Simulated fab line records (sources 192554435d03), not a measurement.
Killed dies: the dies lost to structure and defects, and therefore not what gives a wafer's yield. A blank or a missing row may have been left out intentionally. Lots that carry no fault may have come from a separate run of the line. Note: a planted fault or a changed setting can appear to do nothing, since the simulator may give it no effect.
fab line records | flow n5-finfet
record lots=9 wafers=27 last-day=18
route steps=1938 shown BEOL_M0@722 BEOL_M1@751 BEOL_M4@1111 PASSIVATION@1936
lots that met no fault: taken from a fault-free run of the same line
start-h: hours from the record's opening day to when the first of the lot's shown wafers began | wait-h: how many hours have passed since the lot's step before this one | " identical to the entry in the row above | L1.1+2: a row that stands for several wafers | - value missing, or start not given | * or withheld: withheld | < > ~ a bound
route shown NAME@n: names a module that has steps shown in the file, with the first one's number in the route | usual: average and standard deviation across the fault-free wafers | same: alike in all rows | chamber/n: place in a boat | sites: each site's reading | _std_site: standard deviation across them | _edge_site: mean of outer sites minus mean of inner sites | radius-mm: how far each site lies from the wafer's centre | mask NAME#n: copy n | behind: the most recent tool/chamber to have shaped the wafer | hold: cause of the lot's hold/its duration in hours/its outcome | device: transistor that didn't switch, given as n, p or np | end of line: the tests these same wafers got at the end of their route | for a step that has no rows: nothing shown but its recipe | killed: dies that structure and defects cost at the first sort, which is not the same as the wafer's yield | map: per-die view of a wafer (x killed, . not killed, _ where there is no die)
set.NAME: the setting that was run; set.NAME@STEP: the one run at that earlier step | model.NAME: the simulator's own value behind a step, which no gauge read
the route's steps for a sample of lots (tables are steps, rows are wafers)
services: a tool's chamber out of use, with start hour (start-h, from the record's first day; less than 0 if before it), hours out, and reason
## steps
# step N5_BEOL_M0_STRIP_142
# recipe chemistry=N2/H2 time-s=10 power-w=450 temp-c=40 pressure-mtorr=20 rf-frequency-hz=6e+07 bias-power-w=7 n2-flow-sccm=200 h2-flow-sccm=200
# usual drypump-motor-current-A=5.9/0.41 n2-flow-sccm=200.0/0.57 oes-product-au=0.74/0.077 rf-vpp-V=59.2/0.84 showerhead-plenum-p-Torr=2.52/0.084 throttle-valve-pct=23.60/0.2
# same time-s=10
# columns lot.wafer tool chamber start-h wait-h drypump-motor-current-A n2-flow-sccm oes-product-au rf-hours-counter-h rf-vpp-V showerhead-plenum-p-Torr throttle-valve-pct
L657.3 rie-diel-02 2 132.21 0.0 5.8 200.0 0.70 231 58.3 2.49 23.90
L657.5 " 3 " " 5.9 199.2 0.89 - 59.9 2.47 23.50
L657.6 " 2 " " 5.8 200.5 0.70 - 59.7 2.49 23.91
L658.2 rie-diel-03 2 141.92 0.0 5.5 200.1 0.67 228 58.1 2.49 23.62
L658.4 " 1 " " 6.3 200.5 0.78 106 60.1 2.54 23.47
L658.6 " 2 " " 5.5 199.9 0.67 - 59.2 2.49 23.64
L660.1 rie-diel-02 1 151.31 0.0 5.4 200.2 0.74 173 59.9 2.65 23.68
L660.3 " 0 " " 6.4 200.3 0.76 136 59.2 2.34 23.60
L660.5 " 1 " " 5.4 200.1 0.74 - 60.5 2.65 23.68
L663.3 rie-diel-05 3 171.65 0.0 6.5 199.5 0.70 203 59.9 2.64 24.07
L663.4 " 2 " " 5.5 200.1 0.95 16 57.9 2.48 23.19
L663.5 " 3 " " 6.5 199.4 0.71 - 60.6 2.64 24.07
L668.2 rie-diel-03 3 204.98 0.0 5.9 199.9 0.72 204 58.0 2.53 23.43
L668.5 " 3 " " 5.9 199.3 0.72 - 57.2 2.53 23.42
L668.6 " 0 " " 6.3 200.1 0.66 - 59.7 2.50 23.65
L669.4 rie-diel-03 0 211.33 0.0 6.3 200.0 0.66 - 58.3 2.50 23.66
L669.5 " 3 " " 5.9 200.2 0.71 - 60.1 2.53 23.44
L669.6 " 1 " " 6.4 199.4 0.76 - 60.5 2.53 23.50
L671.1 rie-diel-02 3 219.12 0.0 6.0 199.5 0.82 62 58.3 2.45 23.54
L671.3 " 1 " " 5.4 200.7 0.72 199 59.5 2.64 23.71
L671.5 " 0 " " 6.3 200.9 0.73 - 56.7 2.33 23.62
L675.1 rie-diel-02 3 253.61 0.0 5.9 200.3 0.81 75 60.6 2.45 23.57
L675.2 " 1 " " 5.4 200.9 0.70 212 61.8 2.63 23.72
L675.4 " 0 " " 6.3 199.3 0.72 174 58.6 2.32 23.66
L677.1 rie-diel-05 3 262.59 0.0 6.5 201.0 0.69 233 60.5 2.62 24.12
L677.3 " 1 " " 5.1 200.0 0.67 247 59.0 2.60 23.67
L677.5 " 2 " " 5.5 200.1 0.88 - 58.6 2.47 23.24
# step N5_BEOL_M0_ANNEAL_133
# recipe temp-c=400 time-s=60 ambient=vacuum
# usual heater-power-w=839/93
# same time-s=60
# columns lot.wafer tool chamber start-h wait-h heater-power-w
L657.3 pvd-sputter-03 - 135.61 0.0 911
L657.5 " - " " 864
L657.6 " - " " 902
L658.2 pvd-sputter-02 - 143.40 0.0 779
L658.4 " - " " 781
L658.6 " - " " 790
L660.1 pvd-sputter-01 - 152.87 0.0 897
L660.3 " - " " 938
L660.5 " - " " 878
L663.3 pvd-sputter-02 - 173.66 0.0 901
L663.4 " - " " 914
L663.5 " - " " 651
L668.2 pvd-sputter-01 - 207.92 0.0 899
L668.5 " - " " 881
L668.6 " - " " 940
L669.4 pvd-sputter-01 - 212.72 0.0 692
L669.5 " - " " 967
L669.6 " - " " 691
L671.1 pvd-sputter-03 - 220.81 0.0 876
L671.3 " - " " 856
L671.5 " - " " 855
L675.1 pvd-sputter-02 - 259.44 0.0 770
L675.2 " - " " 667
L675.4 " - " " 815
L677.1 pvd-sputter-02 - 265.70 0.0 794
L677.3 " - " " 771
L677.5 " - " " 760
# step N5_BEOL_M0_ANNEAL_135
# recipe temp-c=400 time-s=60 ambient=vacuum
# usual heater-power-w=841/94
# same time-s=60
# columns lot.wafer tool chamber start-h wait-h heater-power-w
L657.3 pvd-sputter-03 - 135.73 0.0 942
L657.5 " - " " 838
L657.6 " - " " 916
L658.2 pvd-sputter-02 - 143.52 0.0 815
L658.4 " - " " 787
L658.6 " - " " 809
L660.1 pvd-sputter-01 - 152.99 0.0 887
L660.3 " - " " 944
L660.5 " - " " 879
L663.3 pvd-sputter-02 - 173.78 0.0 904
L663.4 " - " " 891
L663.5 " - " " 657
L668.2 pvd-sputter-01 - 208.04 0.0 899
L668.5 " - " " 882
L668.6 " - " " 939
L669.4 pvd-sputter-01 - 212.84 0.0 694
L669.5 " - " " 976
L669.6 " - " " 695
L671.1 pvd-sputter-03 - 220.93 0.0 902
L671.3 " - " " 867
L671.5 " - " " 859
L675.1 pvd-sputter-02 - 259.56 0.0 768
L675.2 " - " " 661
L675.4 " - " " 807
L677.1 pvd-sputter-02 - 265.82 0.0 801
L677.3 " - " " 769
L677.5 " - " " 761
# step N5_BEOL_M1_ILD_DEP_00
# recipe material=SiOC target-thk-a=790 temp-c=350 precursor=DEMS/O2 pressure-torr=5 rf-w=500 time-s=15.3
# usual heater-power-w=473/54 showerhead-plenum-p-Torr=5.693/0.016 throttle-valve-pct=11.6/0.7
# columns lot.wafer tool chamber start-h wait-h heater-power-w showerhead-plenum-p-Torr throttle-valve-pct
L657.3 pecvd-04 1 136.93 0.0 466 5.705 12.6
L657.5 " 0 " " 494 5.694 11.0
L657.6 " 1 " " 485 5.702 12.6
L658.2 pecvd-04 0 144.67 0.0 467 5.696 11.2
L658.4 " 0 " " 479 5.677 11.0
L658.6 " 2 " " 459 5.691 11.5
L660.1 pecvd-01 1 154.14 0.0 526 5.675 11.4
L660.3 " 1 " " 528 5.671 11.7
L660.5 " 2 " " 451 5.682 10.9
L663.3 pecvd-01 1 177.29 0.1 496 5.679 11.8
L663.4 " 0 " " 586 5.683 11.0
L663.5 " 0 " " 576 5.656 10.8
L668.2 pecvd-03 1 212.19 0.0 404 5.692 11.3
L668.5 " 1 " " 408 5.712 11.4
L668.6 " 2 " " 381 5.691 11.6
L669.4 pecvd-04 0 217.88 0.1 531 5.712 11.2
L669.5 " 0 " " 532 5.697 11.4
L669.6 " 1 " " 433 5.696 12.5
L671.1 pecvd-04 1 225.48 0.0 486 5.712 12.5
L671.3 " 1 " " 463 5.700 12.5
L671.5 " 0 " " 437 5.671 11.2
L675.1 pecvd-03 2 260.86 0.0 367 5.688 11.6
L675.2 " 0 " " 517 5.728 13.4
L675.4 " 1 " " 434 5.724 11.3
L677.1 pecvd-01 0 267.16 0.0 544 5.680 11.2
L677.3 " 1 " " 505 5.673 11.3
L677.5 " 0 " " 551 5.686 10.7
# step N5_BEOL_M1_THK_MEAS_01
# recipe reads=SiOC_of_BEOL_M1_ILD_DEP_00
# usual M1_ILD_THK=79.4/1.2
# columns lot.wafer tool chamber start-h wait-h M1_ILD_THK[nm]
L657.3 film-metro-02 - 137.00 0.1 80.0
L657.5 " - " " 81.6
L657.6 " - " " 81.5
L658.2 film-metro-01 - 144.74 0.1 78.1
L658.4 " - " " 80.2
L658.6 " - " " 79.5
L660.1 film-metro-02 - 154.23 0.1 79.1
L660.3 " - " " 80.4
L660.5 " - " " 79.9
L663.3 film-metro-02 - 177.36 0.1 79.4
L663.4 " - " " 80.5
L663.5 " - " " 79.4
L668.2 film-metro-01 - 212.25 0.1 77.0
L668.5 " - " " 78.6
L668.6 " - " " 78.1
L669.4 film-metro-02 - 217.95 0.1 122.5
L669.5 " - " " 121.9
L669.6 " - " " 81.0
L671.1 film-metro-01 - 225.56 0.1 79.7
L671.3 " - " " 81.6
L671.5 " - " " 123.2
L675.1 film-metro-02 - 260.92 0.0 77.5
L675.2 " - " " 79.3
L675.4 " - " " 79.9
L677.1 film-metro-02 - 267.22 0.0 78.7
L677.3 " - " " 78.0
L677.5 " - " " 79.8
# step N5_BEOL_M4_RC_MEAS_101
# usual DIBL_N=35.9/1.8 DIBL_P=36.2/2 IOFF_N=0.16/0.031 IOFF_P=0.22/0.041 ION_N=676/11 ION_P=465/8.5 SS_N=71.4/0.64 SS_P=73.2/0.7 VT_N=250/3.5 VT_P=-250/3.9
# columns lot.wafer tool chamber start-h wait-h DIBL_N[mV/V] DIBL_P[mV/V] IOFF_N[nA/um] IOFF_P[nA/um] ION_N[uA/um] ION_P[uA/um] SS_N[mV/dec] SS_P[mV/dec] VT_N[mV] VT_P[mV]
L657.3 prober-02 0 189.02 0.3 32.6 34.6 0.12 0.18 668 462 70.5 72.7 254 -248
L657.5 " 0 " " 29.3 29.7 0.08 0.12 652 450 70.0 71.0 260 -254
L657.6 " 0 " " 34.5 34.9 0.14 0.18 655 451 71.0 71.9 252 -251
L658.2 prober-01 0 195.17 0.2 36.8 36.1 0.18 0.25 681 471 72.3 73.8 249 -244
L658.4 " 0 " " 36.2 35.4 0.15 0.24 673 474 71.4 74.1 250 -245
L658.6 " 0 " " 34.8 34.8 0.15 0.23 678 472 71.2 73.0 249 -247
L660.1 prober-02 0 203.17 0.0 36.7 36.8 0.15 0.18 670 456 70.9 73.6 252 -256
L660.3 " 0 " " 38.2 39.8 0.19 0.24 684 464 71.9 73.7 248 -250
L660.5 " 0 " " 37.1 37.2 0.15 0.20 666 458 70.8 73.7 251 -253
L663.3 prober-01 0 218.98 0.3 36.3 36.6 0.16 0.25 678 470 70.6 73.6 247 -242
L663.4 " 0 " " 36.3 36.9 0.16 0.26 673 465 71.3 72.8 249 -245
L663.5 " 0 " " 36.5 36.9 0.16 0.25 688 477 71.2 72.9 249 -246
L668.2 prober-01 0 257.36 0.2 37.3 37.5 0.20 0.28 706 476 71.2 74.2 243 -247
L668.5 " 0 " " 35.6 35.1 0.16 0.22 682 470 70.9 73.6 246 -251
L668.6 " 0 " " 34.1 34.6 0.15 0.23 679 469 70.5 73.6 250 -245
L669.6 prober-01 0 260.64 0.8 35.6 35.4 0.14 0.17 678 455 71.6 72.6 252 -256
L671.1 prober-01 0 269.86 0.0 37.3 38.5 0.21 0.24 689 464 72.4 74.3 245 -249
L671.3 " 0 " " 36.9 37.9 0.20 0.23 689 468 71.9 74.2 244 -251
L675.1 prober-01 0 303.26 0.0 36.2 34.7 0.17 0.22 680 459 71.8 73.0 247 -251
L675.2 " 0 " " 34.7 33.7 0.14 0.20 669 466 71.2 72.9 249 -251
L675.4 " 0 " " 34.8 33.1 0.15 0.19 662 458 71.2 71.8 250 -250
L677.1 prober-02 0 321.11 0.0 35.7 35.5 0.13 0.15 676 456 70.6 73.4 250 -258
L677.3 " 0 " " 35.4 35.8 0.13 0.15 678 464 70.6 72.5 254 -259
L677.5 " 0 " " 35.6 36.1 0.14 0.15 675 452 71.2 73.0 249 -256
# step N5_PASSIVATION_PROBE_49
# usual defect-limited-yield=91.3/1.3 killed_at_M0_to_M3=35/9.3 killed_at_M4_up=14/5.2 killed-at-contacts=12/5.9 killed-at-front-end=38/11 killed-at-other=4/3.7 killed-dies=103/15 killed-on-rim=14/4 killed-open=67/12 killed-short=34/8 sort_bin_5_function=5.1/0.88 sort_bin_6_memory=3.3/0.65 sort_bin_8_speed=0.00/0.03 sort-n-pass=1077/15 sort-yield-pct=91.3/1.3
# same gross-dies=1180 killed-at-back-side=0 sort_bin_4_leakage[%]=0
# columns lot.wafer tool chamber start-h wait-h defect-limited-yield[%] killed_at_M0_to_M3 killed_at_M4_up killed-at-contacts killed-at-front-end killed-at-other killed-dies killed-on-rim killed-open killed-short sort_bin_5_function[%] sort_bin_6_memory[%] sort_bin_8_speed[%] sort-n-pass sort-yield-pct[%]
L669.4 prober-02 - 381.05 0.5 0 1115 10 12 41 2 1180 152 52 39 97.3 2.4 0 0 0
L669.5 prober-02 - 381.10 0.5 0 1113 18 10 39 0 1180 152 63 33 97.2 2.5 0 0 0
L669.6 prober-02 - 381.15 0.6 92.0 29 14 15 34 2 94 12 63 30 4.7 3.2 0 1086 92.0
L671.1 prober-01 - 384.54 0.0 91.9 49 6 8 30 2 95 12 46 47 4.3 3.6 0 1085 91.9
L671.3 prober-01 - 384.64 0.1 91.4 19 19 15 42 7 102 11 57 41 4.8 3.3 0 1078 91.4
L671.5 prober-01 - 384.74 0.2 0 1105 7 19 44 5 1180 152 58 41 97.1 2.2 0 0 0
# killed by level:class
L669.4 BEOL_M1:area-etch=1088 FIN_SAQP:geometric-particle:open=7 FIN_SAQP:geometric-particle:short=7 MOL_CONTACT_COAG:geometric-particle:open=6 MOL_CONTACT_COAG:geometric-particle:short=6 BEOL_M1:geometric-particle:open=6 STARTING-WAFER:geometric-particle:short=6 BEOL_M2:geometric-particle:open=5
L669.5 BEOL_M1:area-etch=1082 FIN_SAQP:geometric-particle:open=10 FIN_SAQP:geometric-particle:short=10 BEOL_M6:geometric-particle:open=9 MOL_CONTACT_COAG:geometric-particle:open=8 BEOL_M0_SAQP:geometric-particle:short=7 BEOL_M1:geometric-particle:open=5 BEOL_M3:geometric-particle:open=5
L669.6 FIN_SAQP:geometric-particle:open=11 MOL_CONTACT_COAG:geometric-particle:short=9 MOL_CONTACT_COAG:geometric-particle:open=6 BEOL_M0_SAQP:geometric-particle:short=6 BEOL_M0_SAQP:geometric-particle:open=5 BEOL_M3:geometric-particle:open=5 STI_FIN_REVEAL:geometric-particle:open=4 DUMMY_GATE:geometric-particle:open=4
L671.1 FIN_SAQP:geometric-particle:short=16 BEOL_M0_SAQP:geometric-particle:open=13 BEOL_M0_SAQP:geometric-particle:short=11 BEOL_M1:geometric-particle:short=7 MOL_CONTACT_COAG:geometric-particle:open=6 BEOL_M1:geometric-particle:open=6 BEOL_M2:geometric-particle:open=5 FIN_SAQP:geometric-particle:open=4
L671.3 MOL_CONTACT_COAG:geometric-particle:open=14 FIN_SAQP:geometric-particle:short=10 BEOL_M0_SAQP:geometric-particle:open=7 BEOL_M4:geometric-particle:open=6 GATE_CUT:geometric-particle:short=6 BEOL_M0_SAQP:geometric-particle:short=4 BEOL_M4:geometric-particle:short=4 STARTING-WAFER:geometric-particle:short=4
L671.5 BEOL_M1:area-etch=1081 MOL_CONTACT_COAG:geometric-particle:open=17 FIN_SAQP:geometric-particle:open=15 FIN_SAQP:geometric-particle:short=9 BEOL_M1:geometric-particle:open=7 BEOL_M0_SAQP:geometric-particle:short=6 GATE_CUT:geometric-particle:open=6 BEOL_M0_SAQP:geometric-particle:open=6
## services
# columns tool chamber start-h hours kind
pvd-sputter-01 - 115.56 3.2 repair
pecvd-04 1 127.87 2.1 scheduled-down
pecvd-01 0 131.73 - clean
pecvd-01 0 131.73 29.5 scheduled-down
pecvd-01 0 131.73 29.5 vent-cycle
rie-diel-05 1 141.45 1.7 repair
pecvd-04 0 150.36 2.1 scheduled-down
pecvd-03 - 153.80 47.8 repair
pecvd-01 1 163.36 2.1 scheduled-down
pecvd-01 2 176.43 2.1 scheduled-down
pecvd-04 1 177.27 5.5 scheduled-down
pecvd-04 - 180.72 0.2 repair
rie-diel-02 2 188.84 - clean
rie-diel-02 2 188.84 - consumable-replace:focus-ring
rie-diel-02 2 188.84 16.3 scheduled-down
rie-diel-02 2 188.84 16.3 vent-cycle
pecvd-04 2 194.24 5.5 scheduled-down
rie-diel-03 2 203.59 - clean
pecvd-04 2 205.86 5.5 scheduled-down
rie-diel-03 1 217.32 3.5 repair
pecvd-04 0 229.33 - calibration
rie-diel-05 3 253.97 1.8 repair
pvd-sputter-03 - 254.06 7.5 repair
rie-diel-02 1 259.41 3.0 repair
## key
first-sign step=N5_BEOL_M1_THK_MEAS_01 reading=M1_ILD_THK direction=up sigmas=37 usual=79.4 struck=122.5
effect step=N5_PASSIVATION_PROBE_49 reading=killed_at_M0_to_M3 direction=up sigmas=99+ usual=35 struck=1111
more-kills-born-at N5_BEOL_M1_ETCH_41@rie-diel-04=2170 N5_BEOL_M1_ETCH_41@rie-diel-06=1081
met-at N5_BEOL_M1_ILD_DEP_00
struck-lots L669,L671
struck-wafers L669.4,L669.5,L671.5
later-rows-left-out L669.4,L669.5,L671.5
not-acting-at N5_BEOL_M0_STRIP_142,N5_BEOL_M0_ANNEAL_133,N5_BEOL_M0_ANNEAL_135
onset-between 144.67 217.88
fault kind=process-parameter-drift tool=pecvd-04 chamber=0 onset-h=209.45 steps=N5_BEOL_M1_ILD_DEP_00 channel=time-s offset=* shape=step end-h=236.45 acts-in=* stated=*
# later-rows-left-out: the simulator's readings of these wafers behind a module that went badly wrong aren't trusted and aren't shown, but for the sort
